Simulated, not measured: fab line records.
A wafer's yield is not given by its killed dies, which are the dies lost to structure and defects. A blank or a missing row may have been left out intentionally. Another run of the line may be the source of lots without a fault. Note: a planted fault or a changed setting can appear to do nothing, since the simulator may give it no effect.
Code-filled problem report in 8D (eight disciplines) form	flow n5_finfet	the parts of the form that need people (team, actions taken, sign-off) are left out

## 1. THE PROBLEM
barrier_field_endpoint_s at N5_BEOL_M15_CMP_49 reads a mean of 8.82 s on 2 wafers of 2 lots; wafers without a fault read 11.34 s with a standard deviation of 0.25. That puts it -10 standard deviations away from the usual mean.
The step: polishes, stops on SiO2, t overpolish 4.9 s, target thk 850 nm.
First observed at day 14 05:45: wafer L837.2, on cmp-03. The record holds 30 wafers of 11 lots with a number at this step. By rule, "out" or "out of limits" means more than 4 standard deviations away from the usual mean. The rest of the wafers with a number are treated as sound.

## 2. WHAT IT IS, WHAT IT ISN'T
question	is	is not
which readings at this step	barrier_field_endpoint_s	motor_current_A
which lots	L837, L843	L831, L832, L833, L834, L835, L836, L845, L848, L851
which wafers of those lots	L837.2, L843.2	L837.6, L843.3
read on which tools	cmp-03	cmp-01, cmp-04
when	from day 14 05:45	up to then (19 sound wafers); but 9 sound wafers of L843, L845, L848, L851 came after

## 3. SUSPECTS, AND WHAT RULES EACH OUT
Counting: if a tool at a process step up to the reading ran every lot that is out, it stays a suspect. Sound lots after the first of them don't rule it out here, since some wafers of a struck lot are sound.
- pvd_sputter-02 at N5_BEOL_M15_DEGAS_41 (time 60 s): kept. Ran every lot that is out, first one L837 (day 14 04:47); last sound lot up to then L832 (day 12 23:39).
- pvd_sputter-02 at N5_BEOL_M15_SPUTTER_44 (material Ta, target thk 15 nm, time 24.19 s): kept. Ran every lot that is out, first one L837 (day 14 04:56); last sound lot up to then L832 (day 12 23:49).
- cmp-03 at N5_BEOL_M15_CMP_49 (polishes, stops on SiO2, t overpolish 4.9 s, target thk 850 nm): kept. Ran every lot that is out, first one L837 (day 14 05:45); last sound lot up to then L833 (day 12 22:16). Its own readings are out on those wafers: barrier_field_endpoint_s.
- Within cmp-03 at N5_BEOL_M15_CMP_49: the wafers that are out ran in chambers 1, 3; their sound lot-mates ran in chambers 0, 2.
pvd_sputter-02 at N5_BEOL_M15_DEGAS_41, pvd_sputter-02 at N5_BEOL_M15_SPUTTER_44 and cmp-03 at N5_BEOL_M15_CMP_49 are what is left after counting.

## 4. THE CAUSE (what the simulator had put in)
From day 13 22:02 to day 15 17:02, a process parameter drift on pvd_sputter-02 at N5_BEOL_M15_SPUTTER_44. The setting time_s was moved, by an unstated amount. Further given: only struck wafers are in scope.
Counting leaves 3 suspects; this tool is one of them.

## 5. THE EFFECT CHAIN, in route order
Rows list readings where the struck wafers' mean (over those with a number) sits beyond 3 standard deviations from the usual. Only readings for which the record gives a usual standard deviation are gone through. hours: the time from each lot's start at the first step in this table that gives one to its start at this step, as a median over the lots. sigmas: the change in usual standard deviations.
hours	step	reading	usual	on struck wafers	change	sigmas
0	N5_BEOL_M15_CMP_49	barrier_field_endpoint_s	11.34 s	8.82	-2.52	-10
Here are the process steps it includes:
- N5_BEOL_M15_CMP_49: polishes, stops on SiO2, t overpolish 4.9 s, target thk 850 nm.
Readings that are blank on the struck wafers while sound wafers have them: susceptor_temp_C at N5_BEOL_M15_SPUTTER_44.

## 6. HOW IT WOULD HAVE BEEN CAUGHT EARLIER
In this record no reading fell out of limits until day 14 05:45, 8 hours after the fault had begun at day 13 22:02.
Of the lots that are out (2), L843 began N5_BEOL_M15_SPUTTER_44 on pvd_sputter-02 after day 14 05:45. Had the tool been put on hold then, it would have been spared.
